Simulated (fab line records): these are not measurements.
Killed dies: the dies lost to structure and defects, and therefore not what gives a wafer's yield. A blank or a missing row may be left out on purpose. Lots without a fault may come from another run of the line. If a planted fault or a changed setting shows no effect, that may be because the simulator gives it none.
Struck lot and sound lot, side by side    flow n5-finfet    39 steps out of a route of 1938
Sound: wafers L768.2, L768.3, L768.4. Struck: wafer L782.6; the same lot's L782.2 was not struck, so it is left out; see the end for the cause.
Order at every step that has rows: each side's tool, ch and its chambers, its first start. Under that, the readings that differ: sound wafers    struck wafers    difference of the means    sigmas: that difference in standard deviations of wafers without a fault.
alike: words and numbers the same on both sides, and readings whose means are apart by under 2 such deviations; not compared: readings that were withheld, readings missing a value for some wafer, numbers with overlapping values and no deviation given by the record, and bounds like >300 which may hide the same value.
The two part at a step that has a row with sigmas, a row that says differs or no value, or rows on one side only. Numbers that have no deviation but don't overlap get no sigmas and don't part them. Lack of a reading on every wafer of one side parts them only where that side has two or more wafers.

first, 9 steps without rows for these wafers: N5_BEOL_M13_SOFTBAKE_23 (time 60 s); N5_BEOL_M13_EXPOSE_25 (exposes mask M13, target cd 210 nm); N5_BEOL_M13_PEB_26 (peb time 90 s); N5_BEOL_M13_DEVELOP_27 (develop time 45 s); N5_BEOL_M13_HARDBAKE_32 (time 120 s); N5_BEOL_M13_DESCUM_33 (chemistry O2, time 7.9 s); N5_BEOL_M13_ETCH_67 (etches SiARC in CF4, target depth 143 nm, time 238.3 s); N5_BEOL_M13_ETCH_68 (etches SOC in N2/H2, time 355 s); N5_BEOL_M13_STRIP_69 (strips in N2/H2).
N5_BEOL_M13_TRENCH_ETCH_34: etches SiOC in C4F8/O2/Ar, target depth 413.47 nm, time 162.6 s.
  sound on rie-diel-01 ch 0,3, day 11 16:23; struck on rie-diel-01 ch 1, day 16 15:32
reading                   sound              struck  difference  sigmas
model.etch.depth-nm (nm)  415.6 418.3 415.6  309.7   -106.8      
  alike: drypump-motor-current-A, oes-product-au, rf-vpp-V, showerhead-plenum-p-Torr, throttle-valve-pct
  not compared: rf-hours-counter-h
then, 1 step without rows for these wafers: N5_BEOL_M13_STRIP_70 (strips in C4F8/O2/Ar).
N5_BEOL_M13_OCD_MEAS_35:
  sound on ocd-02, day 11 16:34; struck on ocd-01, day 16 15:43
reading               sound        struck  difference  sigmas
trench-depth-nm (nm)  415 419 416  310     -107        -19
then, 11 steps without rows for these wafers: N5_BEOL_M13_STRIP_37 (strips in N2/H2); N5_BEOL_M13_ETCH_38 (etches SiCN in CF4/N2, target depth 67.5 nm, time 71.9 s); N5_BEOL_M13_PRECLEAN_39 (cleans in residue remover, time 60 s); N5_BEOL_M13_SRD_40 (time 30 s, dry time 30 s); N5_BEOL_M13_DEGAS_41 (time 60 s); N5_BEOL_M13_PRE_CLEAN_42 (time 30 s); N5_BEOL_M13_SPUTTER_43 (material TaN, target thk 15 nm, time 24.19 s); N5_BEOL_M13_SPUTTER_44 (material Ta, target thk 10 nm, time 16.13 s); N5_BEOL_M13_SPUTTER_45 (material Cu, target thk 80 nm, time 13.33 s); N5_BEOL_M13_ECD_47 (material Cu, target thk 936 nm); N5_BEOL_M13_ANNEAL_48 (time 90 s).
N5_BEOL_M13_CMP_49: polishes, stops on SiOC, t overpolish 17.1 s, target thk 420 nm.
  sound on cmp-02 ch 1,2,3, day 11 18:44; struck on cmp-01 ch 0, day 16 19:23
reading                                  sound            struck  difference  sigmas
model.Cu_of_BEOL_M13_ECD_47.thk-nm (nm)  422 424.4 421.2  317.6   -104.9      
  alike: barrier-field-endpoint-s, edge-zone-pressure-frac, motor-current-A, overpolish-run-s
N5_BEOL_M13_THK_MEAS_50: measures by xrf.
  sound on film-metro-01, day 11 19:02; struck on film-metro-02, day 16 19:38
reading       sound        struck  difference  sigmas
M13_THK (nm)  427 435 428  319     -111        -17
then, 2 steps without rows for these wafers: N5_BEOL_M13_PRE_CLEAN_52 (time 15 s); N5_BEOL_M13_DEP_53 (deposits SiCN from 3MS/NH3, target thk 50 nm, time 17.8 s).
N5_BEOL_M13_RS_MEAS_54: a four-point-probe measurement.
  sound on film-metro-01, day 11 19:10; struck on film-metro-02, day 16 19:46
reading          sound                 struck  difference  sigmas
M13_RS (ohm/sq)  0.0447 0.0445 0.0448  0.0601  +0.0154     +25
then, 9 steps without rows for these wafers: N5_BEOL_M14_ILD_DEP_00 (deposits SiO2 from TEOS/O2, target thk 1119.3 nm, time 237.4 s); N5_BEOL_M14_COAT_58 (time 60 s, resist thk 89 nm); N5_BEOL_M14_COAT_04 (resist thk 800 nm); N5_BEOL_M14_EBR_06; N5_BEOL_M14_SOFTBAKE_05 (time 60 s); N5_BEOL_M14_EXPOSE_07 (exposes mask V13); N5_BEOL_M14_PEB_08 (peb time 90 s); N5_BEOL_M14_DEVELOP_09 (develop time 45 s); N5_BEOL_M14_HARDBAKE_14 (time 120 s).
N5_BEOL_M15_RC_MEAS_101:
  sound on prober-01 ch 0, day 12 10:59; struck on prober-01 ch 0, day 17 10:56
reading                     sound                    struck   difference  sigmas
COMB_M5 (S/m)               6.7e-11 3.8e-11 4.7e-11  2.8e-11  -2.3e-11    -3
SERP_M13 (ohm/um)           0.305 0.297 0.298        0.412    +0.112      +18
SERP_M13_max_site (ohm/um)  0.306 0.299 0.302        0.417    +0.115      +18
SERP_M5 (ohm/um)            40.6 38.9 39.7           35.2     -4.5        -2
SERP_M8 (ohm/um)            14.3 13.0 13.3           11.7     -1.8        -3
  alike: COMB_M10, COMB_M11, COMB_M12, COMB_M14, COMB_M15, COMB_M6, COMB_M7, COMB_M8, COMB_M9, SERP_M10, SERP_M11, SERP_M12, SERP_M14, SERP_M6, SERP_M7, SERP_M9
then, 1 step without rows for these wafers: N5_PASSIVATION_PROBE_49.

== WHERE THEY PART ==
Last at N5_BEOL_M15_RC_MEAS_101 as far as this record goes, first at N5_BEOL_M13_OCD_MEAS_35.

WHY: whatever the simulator had introduced
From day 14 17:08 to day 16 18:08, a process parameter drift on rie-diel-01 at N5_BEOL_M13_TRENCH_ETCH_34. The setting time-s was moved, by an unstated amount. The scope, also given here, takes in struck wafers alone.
